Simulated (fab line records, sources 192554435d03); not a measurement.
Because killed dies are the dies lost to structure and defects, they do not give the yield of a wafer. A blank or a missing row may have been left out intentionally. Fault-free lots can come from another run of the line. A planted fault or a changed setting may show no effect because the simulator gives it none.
Which tool is to blame? / flow n5_finfet / Sampling: 12 lots, 36 wafers, 2 of 1938 route steps

## WHAT EACH GAUGE READ, for each wafer
N5_BEOL_M15_RS_MEAS_54: measurement is done with a four-point probe. Usual: M15_RS 0.0215 ohm/sq, standard deviation 0.00068.
lot=L212; measured=day 12 13:46; on=film_metro-02; M15_RS (ohm/sq)=0.0220 0.0219 0.0219; flag=
lot=L213; measured=day 12 14:05; on=film_metro-02; M15_RS (ohm/sq)=0.0214 0.0222 0.0226; flag=
lot=L216; measured=day 14 15:34; on=film_metro-01; M15_RS (ohm/sq)=0.0216 0.0227 0.0211; flag=
lot=L218; measured=day 15 22:14; on=film_metro-01; M15_RS (ohm/sq)=0.0210 0.0211 0.0213; flag=
lot=L220; measured=day 16 19:40; on=film_metro-01; M15_RS (ohm/sq)=0.0211 0.0225 0.0215; flag=
lot=L223; measured=day 17 05:59; on=film_metro-02; M15_RS (ohm/sq)=0.0206 0.0219 0.0199; flag=
lot=L225; measured=day 17 09:49; on=film_metro-01; M15_RS (ohm/sq)=0.0205 0.0217 0.0219; flag=
lot=L226; measured=day 19 02:40; on=film_metro-02; M15_RS (ohm/sq)=0.0226 0.0212 0.0219; flag=
lot=L232; measured=day 19 11:56; on=film_metro-02; M15_RS (ohm/sq)=0.0213 0.0225 0.0213; flag=
lot=L233; measured=day 19 09:23; on=film_metro-01; M15_RS (ohm/sq)=0.0224 0.0225 0.0211; flag=
lot=L234; measured=day 19 09:33; on=film_metro-01; M15_RS (ohm/sq)=0.0207 0.0207 0.0221; flag=
lot=L235; measured=day 19 15:52; on=film_metro-02; M15_RS (ohm/sq)=0.0214 0.0223 0.0213; flag=

## EACH LOT AND THE TOOL THAT RAN IT (in order: tool; ch and the chambers of the sampled wafers; start)
lot=L212; N5_HKMG_FIN_STRIP_69=plasma_asher-01 ch 0,1, day 4 18:51
lot=L213; N5_HKMG_FIN_STRIP_69=plasma_asher-01 ch 0,1, day 4 21:02
lot=L216; N5_HKMG_FIN_STRIP_69=plasma_asher-01 ch 0, day 5 04:56
lot=L218; N5_HKMG_FIN_STRIP_69=plasma_asher-02 ch 0,1, day 5 20:09
lot=L220; N5_HKMG_FIN_STRIP_69=plasma_asher-01 ch 0,1, day 6 09:13
lot=L223; N5_HKMG_FIN_STRIP_69=plasma_asher-01 ch 0,1, day 7 02:26
lot=L225; N5_HKMG_FIN_STRIP_69=plasma_asher-02 ch 0,1, day 7 12:37
lot=L226; N5_HKMG_FIN_STRIP_69=plasma_asher-02 ch 0,1, day 7 22:55
lot=L232; N5_HKMG_FIN_STRIP_69=plasma_asher-01 ch 0,1, day 9 07:57
lot=L233; N5_HKMG_FIN_STRIP_69=plasma_asher-01 ch 0,1, day 9 14:47
lot=L234; N5_HKMG_FIN_STRIP_69=plasma_asher-01 ch 0,1, day 9 20:25
lot=L235; N5_HKMG_FIN_STRIP_69=plasma_asher-01 ch 0,1, day 10 01:05
- N5_HKMG_FIN_STRIP_69: strips in N2/H2, time 360 s.

## AS READ BY THE TOOLS THEMSELVES (means over the sampled wafers that have a number; for cases with no such wafer, the mark the record gives instead)
N5_HKMG_FIN_STRIP_69. Usual: drypump_motor_current_A 6.0 A, standard deviation 0.32; heater_power_w 464 W, standard deviation 45.
lot=L212; tool=plasma_asher-01; drypump_motor_current_A (A)=6.2; heater_power_w (W)=487; flag=
lot=L213; tool=plasma_asher-01; drypump_motor_current_A (A)=6.2; heater_power_w (W)=490; flag=
lot=L216; tool=plasma_asher-01; drypump_motor_current_A (A)=6.1; heater_power_w (W)=475; flag=
lot=L218; tool=plasma_asher-02; drypump_motor_current_A (A)=5.6; heater_power_w (W)=416; flag=
lot=L220; tool=plasma_asher-01; drypump_motor_current_A (A)=6.2; heater_power_w (W)=495; flag=
lot=L223; tool=plasma_asher-01; drypump_motor_current_A (A)=6.2; heater_power_w (W)=483; flag=
lot=L225; tool=plasma_asher-02; drypump_motor_current_A (A)=5.6; heater_power_w (W)=422; flag=
lot=L226; tool=plasma_asher-02; drypump_motor_current_A (A)=5.6; heater_power_w (W)=447; flag=
lot=L232; tool=plasma_asher-01; drypump_motor_current_A (A)=6.2; heater_power_w (W)=484; flag=
lot=L233; tool=plasma_asher-01; drypump_motor_current_A (A)=6.2; heater_power_w (W)=490; flag=
lot=L234; tool=plasma_asher-01; drypump_motor_current_A (A)=6.2; heater_power_w (W)=495; flag=
lot=L235; tool=plasma_asher-01; drypump_motor_current_A (A)=6.2; heater_power_w (W)=500; flag=

## THE ANSWER, worked out from the rows above alone
Rule: a lot counts as off when the mean over its wafers that have a number is more than 3 standard deviations away from the usual mean. A lot without any number at a reading at which 4 lots or more have one is off too. Where the step has rows for the other lots, those lots are counted as sound. First the gauges in route order, then the tools' own readings, where a lot's mean is used as printed above. At the first step where some lot is off, the reading lying furthest off is the one used; lots without a number count as furthest.
No lot is off on any of the readings shown, so nothing can be concluded from this.

## WHAT THE SIMULATOR HAD INSERTED
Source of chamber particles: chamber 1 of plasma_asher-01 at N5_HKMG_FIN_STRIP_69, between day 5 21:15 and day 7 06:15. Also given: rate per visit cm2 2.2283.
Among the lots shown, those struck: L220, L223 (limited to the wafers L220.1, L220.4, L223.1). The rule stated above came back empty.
